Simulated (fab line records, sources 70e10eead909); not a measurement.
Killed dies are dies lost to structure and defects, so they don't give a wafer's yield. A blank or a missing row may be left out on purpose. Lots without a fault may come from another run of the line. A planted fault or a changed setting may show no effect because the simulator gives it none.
Problem report in the 8D (eight disciplines) form, filled by code | flow nand_harc | the parts of the form that need people (team, actions taken, sign-off) are left out

1. THE PROBLEM
killed_dies at NHARC_END_SORT_01 reads a mean of 74 on 6 wafers of 2 lots; wafers without a fault read 27 with a standard deviation of 8.6. That is +5.5 standard deviations from the usual mean.
First seen on wafer L477.1, day 22 11:36, on prober-01. The record holds 6 wafers of 2 lots with a number at this step. Rule for "out", or "out of limits": more than 4 standard deviations from the usual mean. The other wafers with a number count as sound.

2. WHAT IT IS AND WHAT IT IS NOT
question                    | is                     | is not
which readings at this step | killed_dies            | killed_at_periphery, killed_open, killed_short
which lots                  | L475, L477             | -
which wafers of those lots  | all that have a number | -
read on which gauges        | prober-01              | -
when                        | from day 22 11:36      | up to then (0 sound wafers)

3. SUSPECTS, AND WHAT RULES EACH OUT
Counting: a tool at a process step up to the reading stays a suspect if it ran every lot that is out and no sound lot after the first of them.
- the gauge at NHARC_END_SORT_01: kept. All the wafers that are out were read on prober-01, and no step on other tools shows them out.
- ald_sin_batch-01 at NHARC_A_CHANNEL_FILL_D1_ALD_03 (deposits SiNx, target thk 6 nm, pulse time 60 s, ald cycles 58): kept. It ran every lot that is out, first L475 (day 12 04:14), and no sound lot after that.
Left after counting: ald_sin_batch-01 at NHARC_A_CHANNEL_FILL_D1_ALD_03, prober-01 at NHARC_END_SORT_01.

4. THE CAUSE (what the simulator had put in)
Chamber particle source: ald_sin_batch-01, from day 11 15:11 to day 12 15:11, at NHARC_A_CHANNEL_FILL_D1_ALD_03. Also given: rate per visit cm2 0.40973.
Counting left 2 suspects, and this tool is among them.

5. THE CHAIN OF EFFECTS, in route order
Each row: a reading whose mean over the struck wafers that have a number lies more than 3 standard deviations from the usual. Only readings for which the record gives a usual standard deviation are gone through. hours: the time from each lot's start at the first step in this table that gives one to its start at this step, as a median over the lots. sigmas: the change in usual standard deviations.
hours | step              | reading         | usual | on struck wafers | change | sigmas
0     | NHARC_END_SORT_01 | killed_at_array | 24    | 69               | +45    | +5.3
0     | NHARC_END_SORT_01 | killed_dies     | 27    | 74               | +48    | +5.5

6. WHAT WOULD HAVE CAUGHT IT SOONER
In this record the first reading out of limits at a measuring or inspecting step was taken at day 22 11:36, 260 hours after the fault began at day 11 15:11.
Of the tool readings at NHARC_A_CHANNEL_FILL_D1_ALD_03 for which the record gives a usual standard deviation, none was out on any struck wafer, so an alarm limit of 4 standard deviations on them would not have fired.
All the lots that are out (2) had begun NHARC_A_CHANNEL_FILL_D1_ALD_03 on ald_sin_batch-01 by day 22 11:36. A hold on the tool at that time would have spared none of them.
